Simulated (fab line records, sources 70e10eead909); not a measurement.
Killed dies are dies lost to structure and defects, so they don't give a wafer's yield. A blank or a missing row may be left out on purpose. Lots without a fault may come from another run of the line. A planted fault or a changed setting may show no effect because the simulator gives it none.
fab line records | flow nand_harc
record lots=6 wafers=18 last_day=25
route steps=1159 shown A_WL_FILL@813
lots that met no fault: from a run of the same line without faults
start_h: hours from the record's first day to the start of the lot's first wafer shown | wait_h: hours since the lot's step before | " the same as in the row above | L1.1+2: a row that stands for several wafers | - no value, or no start given | * or withheld: withheld | < > ~ a bound
route shown NAME@n: a module of which the file shows steps, and the number in the route of the first | usual: mean/standard deviation of fault-free wafers | same: alike in all rows | chamber/n: place in a boat | sites: the reading at each site | _std_site: their standard deviation | _edge_site: outer sites' mean less inner sites' | radius_mm: how far each site lies from the wafer's centre | mask NAME#n: copy n | behind: the tool/chamber that last shaped the wafer | hold: why the lot was held/for how many hours/how that ended | device: the transistor (n, p or np) that didn't switch | end of line: the same wafers' tests at the end of the route | a step without rows: its recipe alone | killed: dies lost to structure and defects at the first sort, not the wafer's yield | map: a wafer's dies, x killed, . not, _ none there
set.NAME: the setting as run; set.NAME@STEP: as run at that earlier step | model.NAME: the simulator's own value behind a step, which no gauge read
lots at some steps of the route; a table a step, a row a wafer
services: from which hour (start_h, from the record's first day; less than 0 if before it) a tool's chamber was out of use, for how many hours, and why
## steps
# step NHARC_A_WL_FILL_CVD_03
# recipe target_thk_a=400 temp_c=300 pressure_torr=40 wf6_flow_sccm=40 h2_flow_sccm=1600 ar_flow_sccm=1560 time_s=3302 material=W
# step NHARC_A_WL_FILL_ETCHBACK_04
# recipe target_depth_a=600 time_s=120 chemistry=NF3
# usual chamber_pressure_mTorr=299.99/0.3 drypump_motor_current_A=5.6/0.37 he_backside_leak_sccm=3.34/0.25 oes_product_au=0.994/0.01 run_length_s=141.3/0.44
# columns lot.wafer tool chamber start_h wait_h chamber_pressure_mTorr drypump_motor_current_A he_backside_leak_sccm oes_product_au rf_hours_counter_h run_length_s
L680.1 rie_metal-03 1 392.32 2.9 299.96 5.0 3.23 0.994 3.2 141.7
L680.3 " 1 " " 300.08 5.0 3.21 0.991 - 141.6
L680.5 " 0 " " 300.18 5.8 3.56 0.993 - 141.9
L682.4 rie_metal-01 1 402.40 2.5 299.97 6.1 3.06 0.994 - 141.0
L682.5 " 0 " " 299.95 5.9 3.04 0.974 - 141.0
L682.6 " 1 " " 300.21 6.1 3.20 0.991 - 141.6
L686.2 rie_metal-02 1 416.00 2.8 299.81 5.3 3.38 1.003 0.5 141.5
L686.4 " 0 " " 300.30 5.6 3.20 0.989 - 140.8
L686.6 " 0 " " 299.95 5.6 3.33 1.000 - 140.6
L688.2 rie_metal-01 1 419.36 2.8 299.97 6.1 3.13 0.987 1.6 140.7
L688.5 " 1 " " 300.05 6.1 3.22 0.992 - 141.3
L688.6 " 0 " " 300.33 6.0 3.15 0.981 - 141.4
L689.1 rie_metal-03 1 436.01 2.8 300.41 5.0 3.25 0.994 4.7 141.7
L689.5 " 1 " " 300.20 5.0 3.22 1.002 - 141.6
L689.6 " 0 " " 300.11 5.8 3.66 0.994 - 142.2
L695.1 rie_metal-01 1 496.34 2.4 299.92 6.1 3.30 0.990 3.5 141.4
L695.2 " 0 " " 300.41 6.0 3.06 0.983 4.3 140.7
L695.4 " 0 " " 299.96 6.0 3.07 0.998 - 140.6
# step NHARC_A_WL_FILL_ETCHBACK_05
# recipe target_depth_a=220 time_s=60 temp_c=40 chemistry=Cl2/BCl3
# usual chamber_pressure_mTorr=9.999/0.0095 drypump_motor_current_A=5.6/0.37 he_backside_leak_sccm=3.32/0.23 oes_product_au=0.994/0.0092 run_length_s=81.3/0.48
# columns lot.wafer tool chamber start_h wait_h chamber_pressure_mTorr drypump_motor_current_A he_backside_leak_sccm oes_product_au rf_hours_counter_h run_length_s
L680.1 rie_metal-03 1 392.58 0.2 9.993 5.0 3.06 0.986 3.4 82.0
L680.3 " 1 " " 10.017 5.0 3.09 0.999 - 82.1
L680.5 " 1 " " 9.999 5.0 3.04 0.991 - 81.5
L682.4 rie_metal-01 1 402.56 0.1 9.999 6.1 3.11 0.975 - 80.8
L682.6 " 1 " " 10.007 6.1 3.10 0.982 - 80.8
L682.5 " 0 " " 9.997 6.0 3.12 0.982 - 80.8
L686.2 rie_metal-02 1 416.24 0.2 10.007 5.4 3.51 0.994 0.7 81.4
L686.4 " 0 " " 9.991 5.6 3.25 0.989 - 80.8
L686.6 " 1 " " 10.009 5.4 3.43 0.996 - 81.7
L688.2 rie_metal-01 1 419.60 0.2 9.997 6.1 3.33 0.982 1.7 81.4
L688.6 " 1 " " 10.004 6.1 3.07 0.997 - 80.8
L688.5 " 0 " " 9.994 6.0 2.82 0.987 - 80.7
L689.1 rie_metal-03 0 436.26 0.2 9.979 5.8 3.50 0.990 4.9 81.7
L689.6 " 0 " " 10.015 5.8 3.62 0.991 - 81.9
L689.5 " 1 " " 9.991 5.0 3.09 1.001 - 81.7
L695.1 rie_metal-01 0 496.58 0.2 9.988 6.0 3.18 0.988 4.4 81.0
L695.2 " 1 " " 9.989 6.1 3.19 0.987 3.6 80.7
L695.4 " 1 " " 9.987 6.1 3.00 1.001 - 80.7
# step NHARC_A_WL_FILL_STRIP_27
# recipe power_w=1500 temp_c=250 time_s=20 chemistry=N2/H2
# usual drypump_motor_current_A=5.70/0.18 heater_power_w=329/20
# columns lot.wafer tool chamber start_h wait_h drypump_motor_current_A heater_power_w rf_hours_counter_h
L680.1 plasma_asher-02 1 392.80 0.2 5.79 361 8
L680.3 " 1 " " 5.75 365 -
L680.5 " 1 " " 5.74 364 -
L682.4 plasma_asher-02 0 402.72 0.1 5.71 319 -
L682.6 " 0 " " 5.69 321 -
L682.5 " 1 " " 5.77 367 -
L686.2 plasma_asher-01 1 416.38 0.1 5.91 322 45
L686.4 " 1 " " 5.90 324 -
L686.6 " 1 " " 5.89 325 -
L688.2 plasma_asher-01 0 419.74 0.1 5.41 299 46
L688.6 " 0 " " 5.44 303 -
L688.5 " 1 " " 5.94 330 -
L689.1 plasma_asher-01 0 437.07 0.8 5.37 311 48
L689.5 " 0 " " 5.38 310 -
L689.6 " 1 " " 5.91 327 -
L695.2 plasma_asher-02 1 496.91 0.3 5.75 349 50
L695.1 " 0 " " 5.72 329 50
L695.4 " 0 " " 5.70 324 -
# step NHARC_A_WL_FILL_STRIP_28
# recipe time_s=1200 temp_c=72.5 chemistry=post_etch_residue_remover
# step NHARC_A_WL_FILL_PRECLEAN_06
# recipe time_s=300 chemistry=DIW
# step NHARC_A_WL_FILL_SRD_07
# step NHARC_A_WL_FILL_ANNEAL_08
# recipe temp_c=450 time_s=1800
# step NHARC_A_WL_FILL_ALD_10
# recipe target_thk_a=500 pulse_time_s=10 ald_cycles=500 temp_c=300 material=SiO2
# step NHARC_A_WL_FILL_ETCHBACK_16
# recipe target_depth_a=880 time_s=17.6 c4f8_flow_sccm=withheld o2_flow_sccm=8 ar_flow_sccm=withheld rf_w=600 bias_w=800 chemistry=C4F8/O2/Ar
# usual chamber_pressure_mTorr=25.001/0.022 oes_product_au=0.984/0.03 rf_vpp_V=723/3.3 run_length_s=38.6/0.43
# columns lot.wafer tool chamber start_h wait_h chamber_pressure_mTorr oes_product_au rf_hours_counter_h rf_vpp_V run_length_s
L680.3 rie_diel-06 3 - - 25.001 0.921 5.2 718 38.2
L680.1 " 1 " " 24.963 0.926 4.7 723 38.5
L680.5 " 3 " " 25.006 0.931 - 719 38.6
L682.4 rie_diel-09 0 - - 25.022 0.929 4.4 721 38.5
L682.6 " 3 " " 24.984 0.933 - 718 38.4
L682.5 " 0 " " 24.988 0.929 - 721 38.0
L686.2 rie_diel-06 3 - - 25.019 1.022 0.0 719 38.7
L686.4 " 0 " " 25.019 0.999 0.0 721 38.7
L686.6 " 2 " " 25.024 1.022 - 726 38.3
L688.2 rie_diel-06 0 - - 25.007 0.999 0.1 721 38.9
L688.5 " 3 " " 24.994 1.012 - 718 38.5
L688.6 " 0 " " 25.013 0.992 - 721 38.8
L689.1 rie_diel-09 1 - - 25.017 0.998 0.1 726 38.1
L689.5 " 1 " " 24.987 0.984 - 727 38.5
L689.6 " 2 " " 24.993 0.993 - 729 38.6
L695.1 rie_diel-06 3 - - 25.018 1.005 3.1 718 38.6
L695.2 " 0 " " 25.015 0.992 2.3 723 39.0
L695.4 " 1 " " 24.969 0.985 3.0 722 38.3
# step NHARC_A_WL_FILL_STRIP_29
# recipe time_s=20 o2_flow_sccm=500 ar_flow_sccm=0 bias_w=0 chemistry=O2
# usual chamber_pressure_mTorr=60.00/0.056 drypump_motor_current_A=5.9/0.39 oes_product_au=1.001/0.0079 rf_vpp_V=57.9/0.92 showerhead_plenum_p_Torr=3.52/0.11 throttle_valve_pct=17.036/0.0098
# columns lot.wafer tool chamber start_h wait_h chamber_pressure_mTorr drypump_motor_current_A oes_product_au rf_hours_counter_h rf_vpp_V showerhead_plenum_p_Torr throttle_valve_pct
L680.3 rie_diel-06 2 402.72 0.1 60.08 5.7 1.011 5.2 58.1 3.61 17.051
L680.1 " 1 " " 60.00 6.2 0.994 4.7 56.5 3.53 17.037
L680.5 " 3 " " 59.95 5.4 0.994 - 58.0 3.38 17.038
L682.4 rie_diel-09 1 418.77 0.1 59.85 5.7 0.990 3.7 58.5 3.62 17.021
L682.6 " 2 " " 60.03 5.3 0.999 - 57.8 3.78 17.038
L682.5 " 3 " " 60.10 5.9 1.010 - 56.8 3.39 17.024
L686.2 rie_diel-06 2 429.24 0.1 60.08 5.6 0.993 0.0 58.7 3.61 17.023
L686.4 " 0 " " 60.02 5.8 1.001 0.0 57.1 3.48 17.026
L686.6 " 2 " " 59.96 5.7 1.005 - 56.0 3.61 17.030
L688.2 rie_diel-06 3 432.28 0.1 60.01 5.4 1.028 0.1 56.9 3.38 17.040
L688.5 " 3 " " 59.98 5.4 1.022 - 58.6 3.38 17.034
L688.6 " 0 " " 60.00 5.8 0.996 - 57.4 3.48 17.039
L689.1 rie_diel-09 2 449.05 0.1 59.98 5.3 0.997 0.1 57.9 3.78 17.035
L689.5 " 2 " " 60.03 5.3 1.002 - 58.0 3.78 17.035
L689.6 " 3 " " 60.09 6.0 1.007 - 57.8 3.39 17.043
L695.1 rie_diel-06 3 509.31 0.1 60.08 5.4 1.010 3.2 56.2 3.38 17.033
L695.2 " 1 " " 60.00 6.2 0.982 3.0 57.8 3.53 17.030
L695.4 " 2 " " 59.98 5.6 1.003 3.1 56.1 3.61 17.040
# step NHARC_A_WL_FILL_ETCHBACK_17
# recipe target_depth_a=40 time_s=26.7 chemistry=Cl2/BCl3
# usual chamber_pressure_mTorr=10.000/0.0092 drypump_motor_current_A=5.7/0.36 he_backside_leak_sccm=3.27/0.2 oes_product_au=0.991/0.0093 run_length_s=47.9/0.43
# columns lot.wafer tool chamber start_h wait_h chamber_pressure_mTorr drypump_motor_current_A he_backside_leak_sccm oes_product_au rf_hours_counter_h run_length_s
L680.1 rie_metal-02 1 402.80 - 9.998 5.3 3.48 0.997 0.2 36.7
L680.3 " 0 " " 10.017 5.7 3.04 0.985 - 36.0
L680.5 " 1 " " 9.996 5.3 3.41 0.991 - 37.0
L682.4 rie_metal-02 0 418.89 - 9.994 5.6 3.36 0.990 - 36.4
L682.6 " 0 " " 10.023 5.6 3.18 0.997 - 36.3
L682.5 " 1 " " 10.012 5.3 3.63 0.994 - 36.7
L686.2 rie_metal-03 1 429.34 - 9.997 5.0 3.19 0.997 4.6 48.3
L686.4 " 0 " " 9.987 5.8 3.45 0.998 - 48.7
L686.6 " 1 " " 9.980 5.0 3.27 0.997 - 48.2
L688.2 rie_metal-01 0 432.38 - 10.006 6.0 3.14 0.983 2.7 47.9
L688.6 " 1 " " 9.997 6.1 3.12 0.987 - 47.8
L688.5 " 0 " " 10.008 6.0 2.99 0.976 - 47.7
L689.1 rie_metal-01 1 449.13 - 9.989 6.1 3.47 0.999 2.6 47.6
L689.5 " 1 " " 9.998 6.1 3.14 0.980 - 47.7
L689.6 " 0 " " 9.988 5.9 3.06 0.998 - 47.4
L695.1 rie_metal-02 1 509.40 - 10.002 5.4 3.47 1.002 3.2 48.5
L695.2 " 0 " " 10.014 5.6 3.21 0.989 3.2 47.2
L695.4 " 1 " " 10.020 5.3 3.50 1.003 - 48.7
# step NHARC_A_WL_FILL_PRECLEAN_18
# recipe time_s=30 chemistry=dHF
## services
# columns tool chamber start_h hours kind
rie_metal-02 0 371.70 23.2 repair
rie_diel-06 0 372.72 - clean
rie_diel-06 1 372.72 - clean
rie_diel-06 2 372.72 - clean
rie_diel-06 3 372.72 - clean
rie_metal-02 - 388.03 9.0 pm
rie_diel-09 1 394.64 2.1 repair
rie_diel-06 0 397.22 - clean
rie_diel-06 1 397.22 - clean
rie_diel-06 2 397.22 - clean
rie_diel-06 3 397.22 - clean
plasma_asher-02 - 403.26 1.9 repair
rie_diel-06 - 418.22 9.0 pm
rie_diel-06 0 418.22 9.0 vent_cycle
rie_diel-06 1 418.22 9.0 vent_cycle
rie_diel-06 2 418.22 9.0 vent_cycle
rie_diel-06 3 418.22 9.0 vent_cycle
rie_diel-09 - 431.10 9.0 pm
plasma_asher-01 - 453.00 9.0 pm
rie_metal-03 - 453.00 9.0 pm
rie_diel-06 0 463.37 13.0 repair
plasma_asher-01 - 489.63 46.2 repair
rie_diel-09 1 494.83 5.1 repair
rie_metal-01 - 509.02 9.0 pm
## key
first_sign step=NHARC_A_WL_FILL_ETCHBACK_17 reading=run_length_s direction=down sigmas=26 usual=* struck=*
effect none on later readings
met_at NHARC_A_WL_FILL_ETCHBACK_17
struck_wafers L680.1,L680.3,L680.5,L682.4,L682.5,L682.6
later_rows_left_out L680.1,L680.3,L680.5,L682.4,L682.5,L682.6
sort_left_out L680.1,L680.3,L680.5,L682.4,L682.5,L682.6
tester_left_out L680,L682
fault kind=process_parameter_drift tool=rie_metal-02 chamber=- onset_h=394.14 steps=NHARC_A_WL_FILL_ETCHBACK_17 channel=time_s offset=* shape=step end_h=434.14 acts_in=* stated=*
# tester_left_out: of these lots the tester's yield and bins aren't shown, on N5 and GAA mostly nor the transistor test; their killed dies are dies lost to structure and defects alone, not to doping, threshold or leakage, so they don't give the yield
# sort_left_out: the simulated sort isn't trusted on such a fault, so these wafers' sort isn't shown, and their yield isn't known
# later_rows_left_out: the simulator's readings of these wafers behind a module that went badly wrong aren't trusted and aren't shown, but for the sort
